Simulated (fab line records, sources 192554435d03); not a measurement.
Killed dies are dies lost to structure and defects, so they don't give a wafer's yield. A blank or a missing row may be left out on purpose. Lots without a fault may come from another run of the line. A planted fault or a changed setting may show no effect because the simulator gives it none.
Which tool did it? | flow n5_finfet | 24 lots, 72 wafers sampled, at 5 steps of a route of 1938

WHAT THE GAUGES READ, wafer by wafer
N5_BEOL_M8_INSPECT_30: inspects for defects (brightfield).
lot  | measured     | on                | raw_defect_count
L074 | day 9 08:37  | defect_inspect-02 | 406 461 325
L075 | day 9 22:36  | defect_inspect-01 | 500 464 574
L076 | day 10 06:16 | defect_inspect-02 | 606 500 495
L077 | day 10 09:34 | defect_inspect-02 | 294 380 381
L078 | day 10 14:55 | defect_inspect-02 | 338 446 318
L079 | day 10 23:05 | defect_inspect-01 | 392 345 424
L080 | day 11 04:44 | defect_inspect-01 | 421 383 406
L081 | day 11 09:34 | defect_inspect-01 | 311 306 283
L084 | day 11 11:02 | defect_inspect-01 | 497 496 355
L082 | day 11 18:31 | defect_inspect-02 | 583 993 461
L083 | day 12 01:41 | defect_inspect-01 | 522 336 443
L086 | day 12 10:29 | defect_inspect-02 | 424 458 470
L085 | day 12 13:01 | defect_inspect-01 | 421 458 460
L087 | day 13 02:22 | defect_inspect-02 | 430 645 499
L088 | day 13 03:58 | defect_inspect-01 | 358 504 405
L090 | day 13 10:04 | defect_inspect-01 | 352 360 358
L089 | day 13 11:47 | defect_inspect-01 | 363 474 404
L092 | day 13 23:10 | defect_inspect-02 | 415 481 481
L095 | day 14 05:16 | defect_inspect-02 | 288 368 370
L093 | day 14 09:30 | defect_inspect-01 | 315 355 299
L094 | day 14 16:57 | defect_inspect-01 | 610 553 427
L096 | day 14 21:22 | defect_inspect-01 | 465 410 467
L097 | day 15 01:32 | defect_inspect-01 | 340 423 311
L091 | day 15 15:22 | defect_inspect-02 | 340 359 437

WHICH TOOL RAN EACH LOT (tool, then ch and the chambers of the sampled wafers, then the start)
lot  | N5_BEOL_M7_PRE_CLEAN_45      | N5_BEOL_M7_ALD_77                   | N5_BEOL_M8_DESCUM_16               | N5_BEOL_M8_STRIP_19
L074 | pvd_sputter-03, day 9 02:02  | ald_metal-03 ch 1,2,3, day 9 02:06  | rie_diel-01 ch 1,3, day 9 07:02    | rie_diel-06 ch 0,1,2, day 9 07:32
L075 | pvd_sputter-03, day 9 14:31  | ald_metal-01 ch 1,2,3, day 9 14:35  | rie_diel-01 ch 1,2, day 9 19:52    | rie_diel-02 ch 1,2, day 9 20:16
L076 | pvd_sputter-01, day 9 22:47  | ald_metal-04 ch 1,3, day 9 22:56    | rie_diel-06 ch 0,1,2, day 10 03:20 | rie_diel-02 ch 0,2,3, day 10 03:43
L077 | pvd_sputter-03, day 10 03:20 | ald_metal-03 ch 0,1,3, day 10 03:23 | rie_diel-06 ch 1,2, day 10 07:43   | rie_diel-01 ch 0,2,3, day 10 08:07
L078 | pvd_sputter-02, day 10 07:27 | ald_metal-03 ch 1,3, day 10 07:44   | rie_diel-01 ch 0,1,2, day 10 13:56 | rie_diel-02 ch 2,3, day 10 14:20
L079 | pvd_sputter-01, day 10 16:26 | ald_metal-03 ch 1,2,3, day 10 16:29 | rie_diel-06 ch 2,3, day 10 22:08   | rie_diel-02 ch 0,2, day 10 22:36
L080 | pvd_sputter-01, day 10 22:15 | ald_metal-01 ch 1,2, day 10 22:19   | rie_diel-06 ch 1,2, day 11 02:46   | rie_diel-01 ch 0,3, day 11 03:37
L081 | pvd_sputter-02, day 11 03:17 | ald_metal-03 ch 0,1,2, day 11 03:22 | rie_diel-01 ch 0,1,3, day 11 08:25 | rie_diel-06 ch 0,1,2, day 11 08:58
L084 | pvd_sputter-02, day 11 05:28 | ald_metal-04 ch 1,2,3, day 11 05:32 | rie_diel-01 ch 0,3, day 11 09:34   | rie_diel-01 ch 1,3, day 11 10:01
L082 | pvd_sputter-01, day 11 09:35 | ald_metal-01 ch 0,2,3, day 11 09:43 | rie_diel-01 ch 0,1, day 11 16:14   | rie_diel-06 ch 0,2, day 11 16:47
L083 | pvd_sputter-03, day 11 19:30 | ald_metal-01 ch 1,2, day 11 19:34   | rie_diel-06 ch 0,1,3, day 11 23:31 | rie_diel-01 ch 0,1,3, day 11 23:54
L086 | pvd_sputter-01, day 12 04:56 | ald_metal-04 ch 0,3, day 12 05:01   | rie_diel-01 ch 0,1,2, day 12 09:29 | rie_diel-01 ch 0,3, day 12 09:53
L085 | pvd_sputter-02, day 12 05:09 | ald_metal-01 ch 1,2, day 12 05:13   | rie_diel-06 ch 2,3, day 12 09:45   | rie_diel-06 ch 0,2, day 12 10:10
L087 | pvd_sputter-01, day 12 19:11 | ald_metal-03 ch 1,2, day 12 19:15   | rie_diel-01 ch 0,2, day 13 01:30   | rie_diel-02 ch 0,2,3, day 13 01:53
L088 | pvd_sputter-01, day 12 21:48 | ald_metal-01 ch 1,2, day 12 21:52   | rie_diel-02 ch 2,3, day 13 02:53   | rie_diel-06 ch 0,1, day 13 03:17
L090 | pvd_sputter-01, day 13 03:16 | ald_metal-01 ch 1,2,3, day 13 03:25 | rie_diel-02 ch 1,2,3, day 13 09:00 | rie_diel-06 ch 0,2,3, day 13 09:25
L089 | pvd_sputter-01, day 13 03:25 | ald_metal-01 ch 0,2,3, day 13 03:43 | rie_diel-02 ch 0,1,3, day 13 09:29 | rie_diel-06 ch 1,2,3, day 13 09:58
L092 | pvd_sputter-01, day 13 16:50 | ald_metal-03 ch 1,2,3, day 13 16:53 | rie_diel-01 ch 0,1, day 13 20:26   | rie_diel-06 ch 1,2, day 13 20:54
L095 | pvd_sputter-03, day 14 00:25 | ald_metal-04 ch 0,1,2, day 14 00:30 | rie_diel-06 ch 0,1,3, day 14 04:01 | rie_diel-01 ch 0,2,3, day 14 04:33
L093 | pvd_sputter-01, day 14 04:47 | ald_metal-04 ch 0,1,2, day 14 04:58 | rie_diel-02 ch 0,1,3, day 14 08:38 | rie_diel-02 ch 0,1,2, day 14 09:02
L094 | pvd_sputter-03, day 14 10:41 | ald_metal-01 ch 0,1,2, day 14 10:59 | rie_diel-02 ch 0,1,3, day 14 16:01 | rie_diel-02 ch 0,1,3, day 14 16:23
L096 | pvd_sputter-02, day 14 15:14 | ald_metal-01 ch 0,2,3, day 14 15:19 | rie_diel-02 ch 0,2,3, day 14 20:22 | rie_diel-02 ch 0,1,3, day 14 20:45
L097 | pvd_sputter-03, day 14 20:51 | ald_metal-03 ch 2,3, day 14 20:55   | rie_diel-02 ch 1,2, day 15 00:36   | rie_diel-01 ch 0,1,3, day 15 01:04
L091 | pvd_sputter-03, day 15 08:51 | ald_metal-04 ch 1,2, day 15 08:55   | rie_diel-02 ch 0,1,3, day 15 12:52 | rie_diel-02 ch 0,1,2, day 15 13:16
- N5_BEOL_M7_PRE_CLEAN_45: time 30 s.
- N5_BEOL_M7_ALD_77: deposits TaN, target thk 2 nm, pulse time 2 s, purge time 3 s.
- N5_BEOL_M8_DESCUM_16: chemistry O2, time 7.9 s.
- N5_BEOL_M8_STRIP_19: strips in O2.

WHAT THE TOOLS THEMSELVES READ (means of the sampled wafers that have a number; where no wafer has one, the mark that the record gives instead)
N5_BEOL_M7_PRE_CLEAN_45.
lot  | tool           | heater_power_w (W)
L074 | pvd_sputter-03 | 307
L075 | pvd_sputter-03 | 281
L076 | pvd_sputter-01 | 291
L077 | pvd_sputter-03 | 279
L078 | pvd_sputter-02 | 324
L079 | pvd_sputter-01 | 315
L080 | pvd_sputter-01 | 336
L081 | pvd_sputter-02 | 316
L084 | pvd_sputter-02 | 337
L082 | pvd_sputter-01 | 313
L083 | pvd_sputter-03 | 302
L086 | pvd_sputter-01 | 319
L085 | pvd_sputter-02 | 329
L087 | pvd_sputter-01 | 331
L088 | pvd_sputter-01 | 294
L090 | pvd_sputter-01 | 316
L089 | pvd_sputter-01 | 312
L092 | pvd_sputter-01 | 294
L095 | pvd_sputter-03 | 292
L093 | pvd_sputter-01 | 252
L094 | pvd_sputter-03 | 282
L096 | pvd_sputter-02 | 327
L097 | pvd_sputter-03 | 291
L091 | pvd_sputter-03 | 301

N5_BEOL_M7_ALD_77.
lot  | tool         | chamber_pressure_Torr (Torr) | heater_power_w (W) | precursor_vessel_temp_c (C)
L074 | ald_metal-03 | 2.997                        | 417                | 75.00
L075 | ald_metal-01 | 3.005                        | 438                | 75.01
L076 | ald_metal-04 | 2.995                        | 436                | 74.96
L077 | ald_metal-03 | 3.000                        | 410                | 74.92
L078 | ald_metal-03 | 3.007                        | 387                | 75.07
L079 | ald_metal-03 | 2.998                        | 416                | 75.03
L080 | ald_metal-01 | 3.000                        | 438                | 75.03
L081 | ald_metal-03 | 2.994                        | 428                | 75.00
L084 | ald_metal-04 | 2.993                        | 439                | 74.95
L082 | ald_metal-01 | 3.005                        | 422                | 74.89
L083 | ald_metal-01 | 3.002                        | 434                | 75.02
L086 | ald_metal-04 | 2.996                        | 448                | 75.00
L085 | ald_metal-01 | 3.004                        | 402                | 74.96
L087 | ald_metal-03 | 2.999                        | 435                | 75.14
L088 | ald_metal-01 | 2.998                        | 437                | 75.12
L090 | ald_metal-01 | 3.000                        | 443                | 74.98
L089 | ald_metal-01 | 2.996                        | 425                | 74.93
L092 | ald_metal-03 | 2.994                        | 417                | 75.01
L095 | ald_metal-04 | 2.999                        | 468                | 75.03
L093 | ald_metal-04 | 2.999                        | 451                | 75.02
L094 | ald_metal-01 | 3.005                        | 429                | 74.99
L096 | ald_metal-01 | 2.998                        | 428                | 74.90
L097 | ald_metal-03 | 3.000                        | 438                | 74.95
L091 | ald_metal-04 | 2.995                        | 454                | 75.00

N5_BEOL_M8_DESCUM_16.
lot  | tool        | drypump_motor_current_A (A) | oes_product_au (a.u.) | rf_vpp_V (V) | showerhead_plenum_p_Torr (Torr) | throttle_valve_pct (%)
L074 | rie_diel-01 | 6.0                         | 0.79                  | 245.5        | 2.19                            | 20.34
L075 | rie_diel-01 | 5.4                         | 0.78                  | 244.3        | 2.18                            | 20.37
L076 | rie_diel-06 | 5.4                         | 0.83                  | 243.3        | 2.08                            | 20.41
L077 | rie_diel-06 | 5.3                         | 0.78                  | 243.1        | 2.12                            | 20.61
L078 | rie_diel-01 | 5.4                         | 0.74                  | 243.7        | 2.11                            | 20.53
L079 | rie_diel-06 | 6.1                         | 0.74                  | 243.8        | 2.11                            | 20.73
L080 | rie_diel-06 | 5.3                         | 0.77                  | 243.3        | 2.12                            | 20.62
L081 | rie_diel-01 | 5.8                         | 0.75                  | 243.5        | 2.12                            | 20.43
L084 | rie_diel-01 | 5.8                         | 0.72                  | 242.6        | 2.05                            | 20.58
L082 | rie_diel-01 | 5.6                         | 0.74                  | 242.9        | 2.05                            | 20.49
L083 | rie_diel-06 | 5.7                         | 0.83                  | 241.6        | 2.05                            | 20.38
L086 | rie_diel-01 | 5.4                         | 0.83                  | 243.0        | 2.10                            | 20.42
L085 | rie_diel-06 | 6.1                         | 0.73                  | 243.6        | 2.11                            | 20.75
L087 | rie_diel-01 | 5.4                         | 0.78                  | 243.2        | 2.03                            | 20.57
L088 | rie_diel-02 | 6.0                         | 0.73                  | 243.2        | 2.06                            | 20.33
L090 | rie_diel-02 | 6.2                         | 0.82                  | 243.8        | 2.11                            | 20.29
L089 | rie_diel-02 | 6.0                         | 0.86                  | 243.6        | 2.12                            | 20.18
L092 | rie_diel-01 | 5.7                         | 0.72                  | 242.7        | 2.04                            | 20.53
L095 | rie_diel-06 | 5.7                         | 0.80                  | 242.4        | 2.04                            | 20.41
L093 | rie_diel-02 | 6.0                         | 0.84                  | 244.1        | 2.12                            | 20.20
L094 | rie_diel-02 | 5.9                         | 0.84                  | 243.5        | 2.12                            | 20.19
L096 | rie_diel-02 | 5.8                         | 0.77                  | 243.5        | 2.13                            | 20.27
L097 | rie_diel-02 | 6.2                         | 0.79                  | 244.6        | 2.17                            | 20.34
L091 | rie_diel-02 | 6.0                         | 0.82                  | 243.0        | 2.11                            | 20.22

N5_BEOL_M8_STRIP_19.
lot  | tool        | drypump_motor_current_A (A) | oes_product_au (a.u.) | rf_vpp_V (V) | showerhead_plenum_p_Torr (Torr) | throttle_valve_pct (%)
L074 | rie_diel-06 | 5.4                         | 0.85                  | 3.0          | 2.09                            | 16.63
L075 | rie_diel-02 | 6.4                         | 0.72                  | 3.5          | 2.17                            | 16.73
L076 | rie_diel-02 | 5.8                         | 0.81                  | 4.3          | 2.15                            | 16.48
L077 | rie_diel-01 | 5.6                         | 0.72                  | 4.1          | 2.11                            | 16.89
L078 | rie_diel-02 | 6.0                         | 0.74                  | 3.6          | 2.07                            | 16.56
L079 | rie_diel-02 | 5.7                         | 0.86                  | 3.5          | 2.22                            | 16.38
L080 | rie_diel-01 | 5.8                         | 0.72                  | 4.3          | 2.05                            | 16.84
L081 | rie_diel-06 | 5.4                         | 0.81                  | 3.3          | 2.08                            | 16.66
L084 | rie_diel-01 | 5.8                         | 0.79                  | 3.8          | 2.19                            | 16.54
L082 | rie_diel-06 | 5.5                         | 0.78                  | 4.0          | 2.12                            | 16.90
L083 | rie_diel-01 | 5.8                         | 0.75                  | 3.5          | 2.12                            | 16.71
L086 | rie_diel-01 | 6.0                         | 0.72                  | 3.5          | 2.11                            | 16.80
L085 | rie_diel-06 | 5.7                         | 0.81                  | 3.1          | 2.08                            | 16.70
L087 | rie_diel-02 | 5.8                         | 0.78                  | 4.1          | 2.14                            | 16.50
L088 | rie_diel-06 | 5.2                         | 0.85                  | 4.0          | 2.03                            | 16.45
L090 | rie_diel-06 | 5.9                         | 0.76                  | 3.7          | 2.09                            | 16.86
L089 | rie_diel-06 | 5.6                         | 0.76                  | 4.3          | 2.09                            | 16.85
L092 | rie_diel-06 | 5.1                         | 0.80                  | 4.3          | 2.07                            | 16.68
L095 | rie_diel-01 | 5.6                         | 0.78                  | 3.8          | 2.10                            | 16.79
L093 | rie_diel-02 | 6.0                         | 0.86                  | 3.9          | 2.18                            | 16.45
L094 | rie_diel-02 | 6.0                         | 0.84                  | 3.4          | 2.12                            | 16.45
L096 | rie_diel-02 | 6.0                         | 0.83                  | 3.7          | 2.12                            | 16.44
L097 | rie_diel-01 | 5.8                         | 0.73                  | 3.8          | 2.11                            | 16.76
L091 | rie_diel-02 | 6.0                         | 0.84                  | 3.7          | 2.18                            | 16.48

THE ANSWER, worked out from the rows above alone
Rule: what is usual is taken from the lots themselves. Put in order of their means at a reading, lots are off if they are a third of the lots or fewer, leave a main group of 4 or more, and stand apart from it by a gap of 3 or more times the standard deviation of the main group's means; of several such gaps the widest counts. A main group whose means are all the same, to the digits that the tables above print for the reading, isn't used. A lot without any number at a reading at which 4 lots or more have one is off too. The other lots that the step has rows for count as sound. The gauges are gone through in route order, then the tools' own readings, and for those a lot's mean is taken as printed above. The first step at which some lot is off is used, and at that step the reading that is off furthest; a lot without a number counts as furthest.
No lot is off at any reading shown: from this, nothing can be told.

WHAT THE SIMULATOR HAD PUT IN
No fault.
